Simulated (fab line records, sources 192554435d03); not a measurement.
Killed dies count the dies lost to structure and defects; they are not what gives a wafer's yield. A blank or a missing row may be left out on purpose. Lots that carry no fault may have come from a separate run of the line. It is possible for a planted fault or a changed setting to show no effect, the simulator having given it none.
Chamber matching + flow n5Finfet + 4 sister chambers for N5_BEOL_M2_ALD_84 on aldMetal-04
The step deposits TaN, pulse time 2 s, purge time 3 s, co reactant purge time 2 s. 4 wafers are shown with their chamber, then 7 later ones without.

## WAFERS WITH THEIR CHAMBER
| wafer  | chamber | heaterPowerW (W) |
|--------|---------|------------------|
| L086.3 | 1       | 445              |
| L086.6 | 3       | 440              |
| L092.1 | 0       | 416              |
| L092.2 | 2       | 402              |

## WAFERS WITH NO CHAMBER GIVEN
| wafer  | heaterPowerW (W) |
|--------|------------------|
| L092.5 | 399              |
| L095.4 | 410              |
| L095.5 | 430              |
| L095.6 | 443              |
| L097.3 | 451              |
| L097.4 | 401              |
| L097.5 | 433              |

## EACH ONE'S CHAMBER
| wafer  | from the rows above          | in truth |
|--------|------------------------------|----------|
| L092.5 | 2                            | 2        |
| L095.4 | can't be placed: 0 or 2      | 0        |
| L095.5 | can't be placed: 3 or 0 or 1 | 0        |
| L095.6 | can't be placed: 1 or 3      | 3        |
| L097.3 | can't be placed: 1 or 3      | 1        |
| L097.4 | 2                            | 2        |
| L097.5 | can't be placed: 3 or 1 or 0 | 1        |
Correctly placed: 2 of 7. Can't be placed from these rows: 5 (the true chamber is among the candidates in 5). Number placed wrongly: 0.
How it was worked out, from the rows above alone: a wafer's distance from a chamber is the root of the sum, over the readings, of the square of ((its reading less the chamber's mean) divided by the reading's scatter). If the next closest chamber is less than 2 further off than the closest, the wafer can't be placed; otherwise it belongs to the closest. Each chamber's mean is taken over the wafers shown for it. The scatter: root of mean squared gap, hidden wafer to nearest shown wafer, with one shown wafer a chamber.
